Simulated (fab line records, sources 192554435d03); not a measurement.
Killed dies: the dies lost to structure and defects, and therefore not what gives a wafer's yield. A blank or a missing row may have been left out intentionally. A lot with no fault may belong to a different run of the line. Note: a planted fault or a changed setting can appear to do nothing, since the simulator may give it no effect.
Split-lot study | flow n5_finfet | on a route of 1938 steps: 7 lots, 21 wafers read

## ON THE SPLIT
At N5_BEOL_M12_ILD_DEP_00 (deposits SiOC from DEMS/O2, target thk 658.92 nm, time 130.7 s), the setting time_s was moved away from the recipe's 130.7 s on 7 of the 21 wafers read, by -14.7% to +13.2%. This setting was run at the recipe's value on the other wafers.

The file shows no step between the split and the reading.

## THE READING
M12_ILD_THK, in nm, at N5_BEOL_M12_THK_MEAS_01. A value of 659 nm with a standard deviation of 8.7 nm is what fault-free wafers of this fab line usually give.

wafer  | tool, chamber at the split | time_s as run, s | against the recipe | M12_ILD_THK, nm | against lot-mates on the recipe
L077.1 | pecvd-01, 0                | 130.7            | recipe             | 653             | -
L077.5 | pecvd-01, 1                | 111.5            | -14.7%             | 562             | -91
L077.6 | pecvd-01, 2                | 111.5            | -14.7%             | 558             | -95
L079.1 | pecvd-04, 1                | 130.7            | recipe             | 660             | -
L079.3 | pecvd-04, 2                | 130.7            | recipe             | 650             | -
L079.4 | pecvd-04, 0                | 130.7            | recipe             | 669             | -
L083.1 | pecvd-03, 0                | 130.7            | recipe             | 641             | -
L083.4 | pecvd-03, 1                | 130.7            | recipe             | 661             | -
L083.5 | pecvd-03, 2                | 130.7            | recipe             | 661             | -
L082.1 | pecvd-03, 0                | 147.9            | +13.2%             | 734             | +82
L082.3 | pecvd-03, 1                | 130.7            | recipe             | 646             | -
L082.6 | pecvd-03, 2                | 130.7            | recipe             | 657             | -
L086.1 | pecvd-03, 1                | 140.9            | +7.8%              | 720             | +52
L086.2 | pecvd-03, 2                | 140.9            | +7.8%              | 721             | +53
L086.3 | pecvd-03, 0                | 130.7            | recipe             | 668             | -
L091.1 | pecvd-04, 1                | 130.7            | recipe             | 659             | -
L091.2 | pecvd-04, 0                | 120.8            | -7.6%              | 609             | -59
L091.5 | pecvd-04, 1                | 130.7            | recipe             | 677             | -
L095.3 | pecvd-04, 2                | 130.7            | recipe             | 662             | -
L095.4 | pecvd-04, 0                | 144.2            | +10.3%             | 738             | +76
L095.5 | pecvd-04, 2                | 130.7            | recipe             | 663             | -

THE FIT
A straight line over all 21 wafers: M12_ILD_THK changes by +6.79 nm for each +1% of time_s; r = +0.98; the points scatter about the line by 9.1 nm.
The same after taking each lot's own level away (the mean of its wafers on the recipe; 21 wafers): +6.58 nm for each +1%; r = +0.99; scatter 6.7 nm.
On that fit, the largest move of time_s shifts the reading by 97 nm.
The lots' own levels span 651.5 to 668.0 nm, that is 1.9 times the standard deviation above.
So the lot-to-lot level changes the slope little: the two slopes agree.
Check: -98.8 nm against its lot-mates is what the line predicts for one of the wafers moved furthest among these (-14.7%) when that wafer is left out of the fit. It came out at -91 nm against them.

## THE OTHER SPLITS THESE WAFERS WENT THROUGH
Other splits were also applied to these wafers ahead of the reading. Each is held against what the fit with the lots' levels taken away leaves over:
other split on the same wafers   | wafers away from the commonest value | r with M12_ILD_THK (lot level and that fit taken away)
N5_BEOL_M9_TRENCH_ETCH_37 bias_w | 7                                    | +0.06
N5_BEOL_M11_EXPOSE_08 dose_mj    | 5                                    | +0.22
N5_BEOL_M11_ETCH_62 time_s       | 8                                    | +0.10

## THE WHOLE CHAIN: every reading that the file lists as answering this split, in the file's order
step                    | what it does                                                   | reading                                                                             | change (the file's fit)              | r (the file's)
N5_BEOL_M12_ILD_DEP_00  | deposits SiOC from DEMS/O2, target thk 658.92 nm, time 130.7 s | SiOC_of_BEOL_M12_ILD_DEP_00.thk_nm (the simulator's own value, which no gauge read) | +6.65 nm for each +1% of the setting | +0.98
N5_BEOL_M12_THK_MEAS_01 |                                                                | M12_ILD_THK                                                                         | +6.65 for each +1% of the setting    | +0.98
N5_BEOL_M12_VIA_ETCH_16 | etches SiOC in C4F8/O2/Ar, target depth 724.8 nm               | etch.depth_nm (the simulator's own value, which no gauge read)                      | +6.65 nm for each +1% of the setting | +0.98
N5_BEOL_M12_VIA_ETCH_16 | etches SiOC in C4F8/O2/Ar, target depth 724.8 nm               | coat_of_BEOL_M12_COAT_04.thk_nm (the simulator's own value, which no gauge read)    | -1.9 nm for each +1% of the setting  | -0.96
N5_BEOL_M12_STRIP_63    | strips in N2/H2                                                | strip_time_to_endpoint_s                                                            | withheld for each +1% of the setting | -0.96

## FILE'S OWN FIT
M12_ILD_THK changes by +6.65 nm for each +1% of time_s, r = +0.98.
